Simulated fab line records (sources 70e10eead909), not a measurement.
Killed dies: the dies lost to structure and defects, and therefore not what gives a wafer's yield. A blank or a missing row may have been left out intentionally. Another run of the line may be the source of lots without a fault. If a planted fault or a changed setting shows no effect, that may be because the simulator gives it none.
Matching of chambers :: flow nand_harc :: 4 sister chambers for NHARC_A_CHANNEL_FILL_D1_ALD_02 on ald_hk-03
The step deposits SiO2, target thk 6 nm, pulse time 10 s, ald cycles 60. 14 wafers are shown with their chamber, then 7 later ones without.

## WAFERS, EACH WITH ITS CHAMBER
wafer: L756.2
chamber: 3
heater_power_w (W): 482
precursor_pulse_height_rel: 1.012

wafer: L756.5
chamber: 3
heater_power_w (W): 488
precursor_pulse_height_rel: 1.017

wafer: L756.6
chamber: 2
heater_power_w (W): 383
precursor_pulse_height_rel: 0.993

wafer: L760.4
chamber: 1
heater_power_w (W): 506
precursor_pulse_height_rel: 1.022

wafer: L760.5
chamber: 2
heater_power_w (W): 403
precursor_pulse_height_rel: 0.974

wafer: L760.6
chamber: 1
heater_power_w (W): 515
precursor_pulse_height_rel: 0.990

wafer: L762.3
chamber: 3
heater_power_w (W): 497
precursor_pulse_height_rel: 1.018

wafer: L762.4
chamber: 0
heater_power_w (W): 474
precursor_pulse_height_rel: 0.991

wafer: L762.5
chamber: 3
heater_power_w (W): 493
precursor_pulse_height_rel: 1.032

wafer: L766.4
chamber: 0
heater_power_w (W): 471
precursor_pulse_height_rel: 1.027

wafer: L766.5
chamber: 2
heater_power_w (W): 399
precursor_pulse_height_rel: 1.016

wafer: L766.6
chamber: 3
heater_power_w (W): 495
precursor_pulse_height_rel: 0.993

wafer: L767.2
chamber: 2
heater_power_w (W): 398
precursor_pulse_height_rel: 1.007

wafer: L767.3
chamber: 0
heater_power_w (W): 483
precursor_pulse_height_rel: 0.985

SIGNATURES, as means of the wafers listed above
reading: heater_power_w
chamber 0: 476.00
chamber 1: 510.50
chamber 2: 395.75
chamber 3: 491.00
scatter within a chamber: 7.04

reading: precursor_pulse_height_rel
chamber 0: 1.00100
chamber 1: 1.00600
chamber 2: 0.99750
chamber 3: 1.01440
scatter within a chamber: 0.0183
Rule: a wafer's distance from a chamber is the root of the sum, over the readings, of the square of ((its reading less the chamber's mean) divided by the reading's scatter). The wafer belongs to the nearest chamber; if the next one is less than 2 further off, it can't be placed. The scatter: take each reading less its chamber's mean, square it, sum over the shown wafers, divide by the number of wafers less the number of chambers, and take the root.

## WAFERS WITHOUT THEIR CHAMBER
wafer: L767.5
heater_power_w (W): 406
precursor_pulse_height_rel: 1.015

wafer: L773.1
heater_power_w (W): 486
precursor_pulse_height_rel: 0.987

wafer: L773.3
heater_power_w (W): 404
precursor_pulse_height_rel: 1.000

wafer: L773.5
heater_power_w (W): 403
precursor_pulse_height_rel: 1.019

wafer: L772.1
heater_power_w (W): 480
precursor_pulse_height_rel: 1.009

wafer: L772.5
heater_power_w (W): 513
precursor_pulse_height_rel: 0.995

wafer: L772.6
heater_power_w (W): 480
precursor_pulse_height_rel: 1.013

## THE CHAMBER EACH PASSED THROUGH
wafer: L767.5
from the rows above: 2
in truth: 2

wafer: L773.1
from the rows above: can't be placed: 0 or 3
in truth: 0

wafer: L773.3
from the rows above: 2
in truth: 2

wafer: L773.5
from the rows above: 2
in truth: 2

wafer: L772.1
from the rows above: can't be placed: 0 or 3
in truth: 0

wafer: L772.5
from the rows above: 1
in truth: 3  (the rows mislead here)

wafer: L772.6
from the rows above: can't be placed: 0 or 3
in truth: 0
Placed correctly: 3 of 7. Can't be placed from these rows: 3 (the true chamber is among the candidates in 3). Wrongly placed: 1.
